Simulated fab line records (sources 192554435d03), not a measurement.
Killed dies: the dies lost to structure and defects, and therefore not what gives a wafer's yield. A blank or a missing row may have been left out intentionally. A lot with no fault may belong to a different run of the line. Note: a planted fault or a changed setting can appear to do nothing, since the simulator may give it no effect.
Which tool is to blame? | flow n5-finfet | 23 lots, 69 wafers sampled, at 6 steps of a route of 1938

## WHAT EACH GAUGE READ, for each wafer
N5_FIN_SAQP_OCD_MEAS_76. Usual: trench-depth-nm 119.9 nm, standard deviation 1.9.
lot  | measured    | on     | trench-depth-nm (nm) | flag
L074 | day 2 02:37 | ocd-01 | 117.1 116.9 118.1    |
L075 | day 2 09:03 | ocd-02 | 122.3 118.2 121.5    |
L076 | day 2 16:37 | ocd-01 | 116.9 116.8 115.6    |
L077 | day 2 20:36 | ocd-01 | 121.2 121.9 121.9    |
L078 | day 3 02:47 | ocd-01 | 122.0 122.6 120.1    |
L079 | day 3 09:17 | ocd-02 | 120.3 121.0 115.9    |
L080 | day 3 14:18 | ocd-02 | 123.2 118.3 120.8    |
L081 | day 3 20:41 | ocd-02 | 121.3 122.6 116.5    |
L082 | day 4 02:17 | ocd-01 | 117.8 121.4 119.8    |
L083 | day 4 09:25 | ocd-01 | 119.0 121.4 122.0    |
L084 | day 4 17:51 | ocd-01 | 120.3 120.0 120.6    |
L085 | day 4 22:38 | ocd-02 | 119.8 117.8 121.0    |
L086 | day 5 04:29 | ocd-01 | 120.4 116.1 116.6    |
L087 | day 5 09:15 | ocd-02 | 119.3 121.7 122.8    |
L088 | day 5 14:11 | ocd-02 | 114.4 118.2 119.3    |
L089 | day 5 21:10 | ocd-02 | 122.7 121.8 121.4    |
L090 | day 6 02:55 | ocd-01 | 118.3 120.6 121.0    |
L091 | day 6 08:49 | ocd-02 | 121.1 121.4 118.9    |
L092 | day 6 15:34 | ocd-01 | 117.8 119.9 118.4    |
L093 | day 6 21:07 | ocd-01 | 122.0 120.4 119.8    |
L094 | day 7 03:29 | ocd-02 | 119.9 119.9 120.7    |
L095 | day 7 09:42 | ocd-02 | 122.4 121.9 119.6    |
L096 | day 7 14:49 | ocd-02 | 121.5 117.9 118.3    |

## EACH LOT AND THE TOOL THAT RAN IT (in order: tool; ch and the chambers of the sampled wafers; start)
lot  | N5_FIN_SAQP_PECVD_47           | N5_FIN_SAQP_HM_DEP_72          | N5_FIN_SAQP_DESCUM_21             | N5_FIN_SAQP_SPACER2_ETCHBACK_29   | N5_FIN_SAQP_FIN_ETCH_36
L074 | pecvd-01 ch 1,2, day 1 21:23   | pecvd-02 ch 0,1,2, day 1 21:35 | rie-diel-01 ch 0,1,2, day 1 22:24 | rie-diel-04 ch 0,2,3, day 2 01:49 | rie-si-05 ch 2,3, day 2 02:20
L075 | pecvd-04 ch 0,1,2, day 2 03:44 | pecvd-01 ch 0,1,2, day 2 03:57 | rie-diel-06 ch 1,3, day 2 04:22   | rie-diel-04 ch 0,1,2, day 2 08:10 | rie-si-02 ch 0,1,3, day 2 08:42
L076 | pecvd-02 ch 1,2, day 2 10:23   | pecvd-02 ch 1,2, day 2 10:35   | rie-diel-01 ch 1,2, day 2 11:03   | rie-diel-04 ch 0,2,3, day 2 15:43 | rie-si-05 ch 2,3, day 2 16:21
L077 | pecvd-02 ch 0,1, day 2 15:09   | pecvd-01 ch 0,1,2, day 2 15:21 | rie-diel-04 ch 1,2,3, day 2 16:17 | rie-diel-06 ch 1,2,3, day 2 19:50 | rie-si-02 ch 1,2, day 2 20:23
L078 | pecvd-01 ch 0,1, day 2 21:43   | pecvd-04 ch 0,1, day 2 21:55   | rie-diel-04 ch 0,1, day 2 22:20   | rie-diel-01 ch 0,1,2, day 3 01:55 | rie-si-01 ch 0,1,2, day 3 02:27
L079 | pecvd-01 ch 0,1,2, day 3 03:45 | pecvd-02 ch 0,1,2, day 3 03:58 | rie-diel-01 ch 0,1,3, day 3 04:31 | rie-diel-06 ch 1,2,3, day 3 08:30 | rie-si-05 ch 0,1,3, day 3 09:02
L080 | pecvd-02 ch 1,2, day 3 09:17   | pecvd-01 ch 0,1,2, day 3 09:34 | rie-diel-06 ch 0,1,3, day 3 10:07 | rie-diel-01 ch 0,2,3, day 3 13:33 | rie-si-02 ch 0,1,3, day 3 14:05
L081 | pecvd-04 ch 0,1,2, day 3 15:30 | pecvd-02 ch 0,1,2, day 3 15:43 | rie-diel-01 ch 1,2,3, day 3 16:15 | rie-diel-06 ch 1,2,3, day 3 19:55 | rie-si-05 ch 0,1,3, day 3 20:28
L082 | pecvd-02 ch 0,1,2, day 3 20:42 | pecvd-01 ch 0,1, day 3 20:55   | rie-diel-06 ch 0,3, day 3 21:47   | rie-diel-06 ch 0,1,3, day 4 01:24 | rie-si-02 ch 0,1,2, day 4 02:04
L083 | pecvd-01 ch 0,2, day 4 04:32   | pecvd-02 ch 1,2, day 4 04:45   | rie-diel-04 ch 0,2,3, day 4 05:17 | rie-diel-04 ch 1,2,3, day 4 08:40 | rie-si-02 ch 1,2,3, day 4 09:13
L084 | pecvd-04 ch 0,2, day 4 09:53   | pecvd-01 ch 0,1,2, day 4 10:08 | rie-diel-01 ch 0,1, day 4 10:41   | rie-diel-06 ch 0,1,2, day 4 17:06 | rie-si-05 ch 0,1, day 4 17:38
L085 | pecvd-02 ch 0,1, day 4 17:45   | pecvd-01 ch 0,1, day 4 17:57   | rie-diel-04 ch 0,2, day 4 18:30   | rie-diel-04 ch 0,1,2, day 4 21:52 | rie-si-05 ch 0,1,2, day 4 22:25
L086 | pecvd-04 ch 0,1, day 4 21:31   | pecvd-02 ch 0,1,2, day 4 21:43 | rie-diel-06 ch 0,1,3, day 4 22:19 | rie-diel-04 ch 1,2,3, day 5 03:44 | rie-si-05 ch 0,2,3, day 5 04:16
L087 | pecvd-04 ch 0,1, day 5 04:25   | pecvd-02 ch 0,2, day 5 04:38   | rie-diel-01 ch 1,2, day 5 05:07   | rie-diel-01 ch 1,2, day 5 08:30   | rie-si-02 ch 1,2,3, day 5 09:02
L088 | pecvd-02 ch 0,1, day 5 08:54   | pecvd-01 ch 0,1, day 5 09:06   | rie-diel-06 ch 1,2,3, day 5 09:58 | rie-diel-04 ch 1,2, day 5 13:26   | rie-si-05 ch 0,1,3, day 5 13:58
L089 | pecvd-01 ch 0,1,2, day 5 15:25 | pecvd-02 ch 1,2, day 5 15:37   | rie-diel-04 ch 2,3, day 5 16:10   | rie-diel-04 ch 0,1,2, day 5 20:14 | rie-si-01 ch 0,1,2, day 5 20:56
L090 | pecvd-01 ch 0,1,2, day 5 21:22 | pecvd-04 ch 0,1,2, day 5 21:35 | rie-diel-01 ch 2,3, day 5 22:18   | rie-diel-04 ch 0,2,3, day 6 02:10 | rie-si-01 ch 1,2,3, day 6 02:41
L091 | pecvd-02 ch 1,2, day 6 03:57   | pecvd-01 ch 0,2, day 6 04:10   | rie-diel-01 ch 1,2, day 6 04:37   | rie-diel-06 ch 1,2,3, day 6 08:04 | rie-si-01 ch 1,2,3, day 6 08:35
L092 | pecvd-01 ch 0,1, day 6 10:13   | pecvd-02 ch 0,2, day 6 10:26   | rie-diel-04 ch 0,1,2, day 6 10:58 | rie-diel-04 ch 0,2, day 6 14:48   | rie-si-01 ch 0,3, day 6 15:20
L093 | pecvd-01 ch 1,2, day 6 15:52   | pecvd-04 ch 0,1, day 6 16:04   | rie-diel-01 ch 1,2, day 6 16:46   | rie-diel-06 ch 0,1,2, day 6 20:14 | rie-si-01 ch 0,1,2, day 6 20:53
L094 | pecvd-04 ch 1,2, day 6 21:36   | pecvd-01 ch 0,1, day 6 21:49   | rie-diel-06 ch 1,2,3, day 6 22:39 | rie-diel-06 ch 1,3, day 7 02:42   | rie-si-02 ch 0,2, day 7 03:16
L095 | pecvd-02 ch 0,1, day 7 03:33   | pecvd-04 ch 0,2, day 7 03:46   | rie-diel-04 ch 1,2, day 7 04:18   | rie-diel-01 ch 1,2, day 7 08:56   | rie-si-01 ch 0,1,2, day 7 09:29
L096 | pecvd-04 ch 1,2, day 7 09:50   | pecvd-01 ch 0,2, day 7 10:03   | rie-diel-01 ch 0,1,3, day 7 10:35 | rie-diel-01 ch 0,2, day 7 14:04   | rie-si-05 ch 0,2,3, day 7 14:35
- N5_FIN_SAQP_PECVD_47: deposits a-Si from SiH4/He, target thk 45 nm, time 36.3 s.
- N5_FIN_SAQP_HM_DEP_72: deposits SiO2 from SiH4/N2O, target thk 12 nm, time 7.2 s.
- N5_FIN_SAQP_DESCUM_21: chemistry O2, time 7.9 s.
- N5_FIN_SAQP_SPACER2_ETCHBACK_29: etches SiO2 in CHF3/O2, target depth 12.2 nm, time 6.1 s.
- N5_FIN_SAQP_FIN_ETCH_36: etches the open film in HBr/Cl2/O2, target depth 120 nm, time 50.4 s.

## WHAT THE TOOLS THEMSELVES READ (means of the sampled wafers that have a number; where no wafer has one, the mark that the record gives instead)
N5_FIN_SAQP_PECVD_47. Usual: heater-power-w 892 W, standard deviation 100; rf-fwd-power-W 98.9 W, standard deviation 0.46; showerhead-plenum-p-Torr 5.65 Torr, standard deviation 0.046; throttle-valve-pct 18.3 %, standard deviation 1.1.
lot  | tool     | heater-power-w (W) | rf-fwd-power-W (W) | showerhead-plenum-p-Torr (Torr) | throttle-valve-pct (%) | flag
L074 | pecvd-01 | 848                | 98.5               | 5.69                            | 17.5                   |
L075 | pecvd-04 | 862                | 98.4               | 5.61                            | 18.8                   |
L076 | pecvd-02 | 810                | 99.2               | 5.62                            | 17.7                   |
L077 | pecvd-02 | 878                | 99.1               | 5.71                            | 19.1                   |
L078 | pecvd-01 | 880                | 98.6               | 5.63                            | 18.7                   |
L079 | pecvd-01 | 936                | 98.9               | 5.65                            | 18.1                   |
L080 | pecvd-02 | 839                | 99.1               | 5.63                            | 17.1                   |
L081 | pecvd-04 | 894                | 98.9               | 5.62                            | 18.8                   |
L082 | pecvd-02 | 893                | 98.9               | 5.66                            | 18.1                   |
L083 | pecvd-01 | 894                | 99.1               | 5.64                            | 18.3                   |
L084 | pecvd-04 | 1072               | 99.1               | 5.61                            | 18.1                   |
L085 | pecvd-02 | 874                | 99.0               | 5.67                            | 18.8                   |
L086 | pecvd-04 | 815                | 99.2               | 5.66                            | 18.8                   |
L087 | pecvd-04 | 812                | 98.9               | 5.65                            | 19.0                   |
L088 | pecvd-02 | 780                | 99.3               | 5.68                            | 18.9                   |
L089 | pecvd-01 | 945                | 99.0               | 5.65                            | 18.3                   |
L090 | pecvd-01 | 915                | 98.6               | 5.65                            | 18.2                   |
L091 | pecvd-02 | 785                | 99.0               | 5.64                            | 17.8                   |
L092 | pecvd-01 | 954                | 98.5               | 5.63                            | 18.9                   |
L093 | pecvd-01 | 823                | 99.0               | 5.68                            | 17.5                   |
L094 | pecvd-04 | 1013               | 98.7               | 5.60                            | 18.9                   |
L095 | pecvd-02 | 784                | 98.9               | 5.67                            | 18.8                   |
L096 | pecvd-04 | 1036               | 98.9               | 5.61                            | 18.6                   |

N5_FIN_SAQP_HM_DEP_72. Usual: heater-power-w 835 W, standard deviation 90; rf-fwd-power-W 272.2 W, standard deviation 1.1; showerhead-plenum-p-Torr 8.10 Torr, standard deviation 0.13.
lot  | tool     | heater-power-w (W) | rf-fwd-power-W (W) | showerhead-plenum-p-Torr (Torr) | flag
L074 | pecvd-02 | 843                | 271.5              | 8.14                            |
L075 | pecvd-01 | 852                | 272.5              | 8.09                            |
L076 | pecvd-02 | 759                | 273.3              | 8.04                            |
L077 | pecvd-01 | 872                | 272.4              | 8.09                            |
L078 | pecvd-04 | 705                | 271.1              | 8.06                            |
L079 | pecvd-02 | 785                | 271.6              | 8.13                            |
L080 | pecvd-01 | 900                | 271.7              | 8.10                            |
L081 | pecvd-02 | 836                | 272.2              | 8.15                            |
L082 | pecvd-01 | 903                | 272.5              | 7.99                            |
L083 | pecvd-02 | 801                | 272.7              | 8.06                            |
L084 | pecvd-01 | 863                | 272.2              | 8.10                            |
L085 | pecvd-01 | 856                | 272.0              | 8.01                            |
L086 | pecvd-02 | 839                | 272.6              | 8.14                            |
L087 | pecvd-02 | 898                | 272.3              | 8.24                            |
L088 | pecvd-01 | 795                | 271.7              | 8.01                            |
L089 | pecvd-02 | 736                | 272.2              | 8.03                            |
L090 | pecvd-04 | 817                | 271.3              | 8.03                            |
L091 | pecvd-01 | 820                | 272.1              | 8.07                            |
L092 | pecvd-02 | 902                | 272.0              | 8.24                            |
L093 | pecvd-04 | 799                | 272.4              | 8.09                            |
L094 | pecvd-01 | 831                | 273.2              | 8.03                            |
L095 | pecvd-04 | 822                | 273.1              | 8.04                            |
L096 | pecvd-01 | 936                | 271.9              | 8.07                            |

N5_FIN_SAQP_DESCUM_21. Usual: drypump-motor-current-A 5.6 A, standard deviation 0.38; oes-product-au 0.78 a.u., standard deviation 0.091; rf-fwd-power-W 49.39 W, standard deviation 0.26; rf-vpp-V 243.8 V, standard deviation 1.3; showerhead-plenum-p-Torr 2.13 Torr, standard deviation 0.073; throttle-valve-pct 20.33 %, standard deviation 0.24.
lot  | tool        | drypump-motor-current-A (A) | oes-product-au (a.u.) | rf-fwd-power-W (W) | rf-vpp-V (V) | showerhead-plenum-p-Torr (Torr) | throttle-valve-pct (%) | flag
L074 | rie-diel-01 | 5.7                         | 0.80                  | 49.83              | 244.1        | 2.13                            | 20.19                  |
L075 | rie-diel-06 | 5.4                         | 0.86                  | 49.09              | 243.9        | 2.09                            | 20.40                  |
L076 | rie-diel-01 | 5.7                         | 0.86                  | 49.50              | 244.2        | 2.21                            | 20.15                  |
L077 | rie-diel-04 | 5.9                         | 0.74                  | 49.38              | 244.1        | 2.16                            | 20.62                  |
L078 | rie-diel-04 | 6.2                         | 0.74                  | 49.54              | 244.2        | 2.19                            | 20.67                  |
L079 | rie-diel-01 | 5.5                         | 0.80                  | 49.44              | 243.2        | 2.09                            | 20.23                  |
L080 | rie-diel-06 | 5.2                         | 0.78                  | 49.11              | 242.9        | 2.10                            | 20.31                  |
L081 | rie-diel-01 | 5.5                         | 0.87                  | 49.57              | 244.9        | 2.17                            | 20.16                  |
L082 | rie-diel-06 | 5.0                         | 0.73                  | 49.40              | 243.0        | 2.05                            | 20.21                  |
L083 | rie-diel-04 | 5.8                         | 0.71                  | 49.32              | 243.7        | 2.15                            | 20.49                  |
L084 | rie-diel-01 | 5.5                         | 0.73                  | 49.62              | 243.9        | 2.10                            | 20.35                  |
L085 | rie-diel-04 | 6.0                         | 0.73                  | 49.27              | 243.3        | 2.12                            | 20.50                  |
L086 | rie-diel-06 | 5.3                         | 0.78                  | 49.06              | 243.4        | 2.09                            | 20.33                  |
L087 | rie-diel-01 | 5.5                         | 0.79                  | 49.67              | 244.3        | 2.18                            | 20.30                  |
L088 | rie-diel-06 | 5.4                         | 0.77                  | 49.11              | 242.4        | 2.09                            | 20.36                  |
L089 | rie-diel-04 | 5.8                         | 0.72                  | 49.44              | 244.0        | 2.12                            | 20.56                  |
L090 | rie-diel-01 | 5.5                         | 0.89                  | 49.47              | 243.8        | 2.16                            | 20.06                  |
L091 | rie-diel-01 | 5.5                         | 0.78                  | 49.42              | 244.3        | 2.18                            | 20.32                  |
L092 | rie-diel-04 | 6.1                         | 0.83                  | 49.29              | 244.2        | 2.15                            | 20.48                  |
L093 | rie-diel-01 | 5.5                         | 0.77                  | 49.45              | 244.4        | 2.18                            | 20.32                  |
L094 | rie-diel-06 | 5.4                         | 0.75                  | 49.31              | 243.8        | 2.09                            | 20.37                  |
L095 | rie-diel-04 | 6.0                         | 0.73                  | 49.40              | 243.4        | 2.12                            | 20.68                  |
L096 | rie-diel-01 | 5.5                         | 0.85                  | 49.47              | 244.3        | 2.17                            | 20.17                  |

N5_FIN_SAQP_SPACER2_ETCHBACK_29. Usual: drypump-motor-current-A 5.6 A, standard deviation 0.39; oes-product-au 0.77 a.u., standard deviation 0.086; rf-fwd-power-W 645.2 W, standard deviation 2.5; rf-vpp-V 526 V, standard deviation 13; showerhead-plenum-p-Torr 2.45 Torr, standard deviation 0.066; throttle-valve-pct 18.84 %, standard deviation 0.25.
lot  | tool        | drypump-motor-current-A (A) | oes-product-au (a.u.) | rf-fwd-power-W (W) | rf-vpp-V (V) | showerhead-plenum-p-Torr (Torr) | throttle-valve-pct (%) | flag
L074 | rie-diel-04 | 5.9                         | 0.72                  | 646.1              | 539          | 2.46                            | 18.82                  |
L075 | rie-diel-04 | 6.1                         | 0.75                  | 643.7              | 529          | 2.47                            | 18.97                  |
L076 | rie-diel-04 | 5.8                         | 0.71                  | 645.4              | 537          | 2.46                            | 18.81                  |
L077 | rie-diel-06 | 5.3                         | 0.78                  | 645.3              | 518          | 2.42                            | 18.81                  |
L078 | rie-diel-01 | 5.7                         | 0.78                  | 647.8              | 518          | 2.45                            | 18.74                  |
L079 | rie-diel-06 | 5.4                         | 0.77                  | 645.7              | 519          | 2.42                            | 18.82                  |
L080 | rie-diel-01 | 5.7                         | 0.83                  | 647.0              | 513          | 2.43                            | 18.60                  |
L081 | rie-diel-06 | 5.3                         | 0.77                  | 645.4              | 518          | 2.41                            | 18.83                  |
L082 | rie-diel-06 | 5.2                         | 0.77                  | 642.6              | 530          | 2.40                            | 18.76                  |
L083 | rie-diel-04 | 5.9                         | 0.73                  | 647.2              | 535          | 2.47                            | 19.04                  |
L084 | rie-diel-06 | 5.4                         | 0.76                  | 642.9              | 524          | 2.46                            | 18.73                  |
L085 | rie-diel-04 | 6.1                         | 0.73                  | 647.2              | 529          | 2.46                            | 19.00                  |
L086 | rie-diel-04 | 5.9                         | 0.73                  | 645.6              | 535          | 2.47                            | 19.06                  |
L087 | rie-diel-01 | 5.7                         | 0.81                  | 647.9              | 518          | 2.52                            | 18.67                  |
L088 | rie-diel-04 | 6.0                         | 0.74                  | 643.3              | 528          | 2.45                            | 19.08                  |
L089 | rie-diel-04 | 6.1                         | 0.84                  | 646.3              | 527          | 2.46                            | 18.87                  |
L090 | rie-diel-04 | 5.9                         | 0.80                  | 645.4              | 537          | 2.45                            | 18.72                  |
L091 | rie-diel-06 | 5.4                         | 0.74                  | 643.4              | 518          | 2.41                            | 18.85                  |
L092 | rie-diel-04 | 6.0                         | 0.81                  | 645.3              | 530          | 2.42                            | 18.75                  |
L093 | rie-diel-06 | 5.5                         | 0.74                  | 644.6              | 523          | 2.45                            | 18.76                  |
L094 | rie-diel-06 | 5.4                         | 0.79                  | 644.3              | 527          | 2.39                            | 18.93                  |
L095 | rie-diel-01 | 5.7                         | 0.80                  | 644.7              | 518          | 2.52                            | 18.68                  |
L096 | rie-diel-01 | 5.9                         | 0.89                  | 647.4              | 522          | 2.56                            | 18.45                  |

N5_FIN_SAQP_FIN_ETCH_36. Usual: drypump-motor-current-A 5.6 A, standard deviation 0.4; oes-product-au 1.009 a.u., standard deviation 0.019; rf-fwd-power-W 796 W, standard deviation 3.2; throttle-valve-pct 35.9 %, standard deviation 0.33.
lot  | tool      | drypump-motor-current-A (A) | oes-product-au (a.u.) | rf-fwd-power-W (W) | throttle-valve-pct (%) | flag
L074 | rie-si-05 | 6.0                         | 0.998                 | 795                | 36.1                   |
L075 | rie-si-02 | 5.5                         | 1.014                 | 798                | 36.1                   |
L076 | rie-si-05 | 5.9                         | 0.985                 | 795                | 36.2                   |
L077 | rie-si-02 | 5.9                         | 1.032                 | 798                | 35.3                   |
L078 | rie-si-01 | 5.6                         | 1.006                 | 798                | 36.0                   |
L079 | rie-si-05 | 5.6                         | 1.003                 | 797                | 36.0                   |
L080 | rie-si-02 | 5.5                         | 1.013                 | 796                | 36.1                   |
L081 | rie-si-05 | 5.6                         | 1.011                 | 795                | 36.0                   |
L082 | rie-si-02 | 5.8                         | 1.020                 | 797                | 35.7                   |
L083 | rie-si-02 | 5.6                         | 1.017                 | 798                | 35.7                   |
L084 | rie-si-05 | 5.5                         | 1.022                 | 797                | 35.8                   |
L085 | rie-si-05 | 5.6                         | 1.019                 | 795                | 35.9                   |
L086 | rie-si-05 | 5.9                         | 1.004                 | 796                | 36.0                   |
L087 | rie-si-02 | 5.6                         | 1.028                 | 798                | 35.7                   |
L088 | rie-si-05 | 5.6                         | 0.987                 | 794                | 36.0                   |
L089 | rie-si-01 | 5.5                         | 1.006                 | 796                | 36.0                   |
L090 | rie-si-01 | 5.3                         | 1.014                 | 794                | 35.9                   |
L091 | rie-si-01 | 5.4                         | 1.017                 | 796                | 35.9                   |
L092 | rie-si-01 | 5.7                         | 0.991                 | 797                | 35.7                   |
L093 | rie-si-01 | 5.5                         | 0.997                 | 795                | 36.0                   |
L094 | rie-si-02 | 5.8                         | 1.009                 | 794                | 35.9                   |
L095 | rie-si-01 | 5.5                         | 1.009                 | 796                | 36.0                   |
L096 | rie-si-05 | 5.9                         | 1.006                 | 795                | 36.0                   |

## THE ANSWER, worked out from the rows above alone
Rule: a lot is off if the mean of its wafers that have a number lies more than 3 standard deviations from the usual mean. Also off: a lot with no number at a reading for which 4 or more lots have one. Where the step has rows for the other lots, those lots are counted as sound. The gauges are gone through in route order, then the tools' own readings, and for those a lot's mean is taken as printed above. At the first step where some lot is off, the reading lying furthest off is the one used; lots without a number count as furthest.
No lot is off on any of the readings shown, so nothing can be concluded from this.

## WHAT HAD BEEN PUT IN BY THE SIMULATOR
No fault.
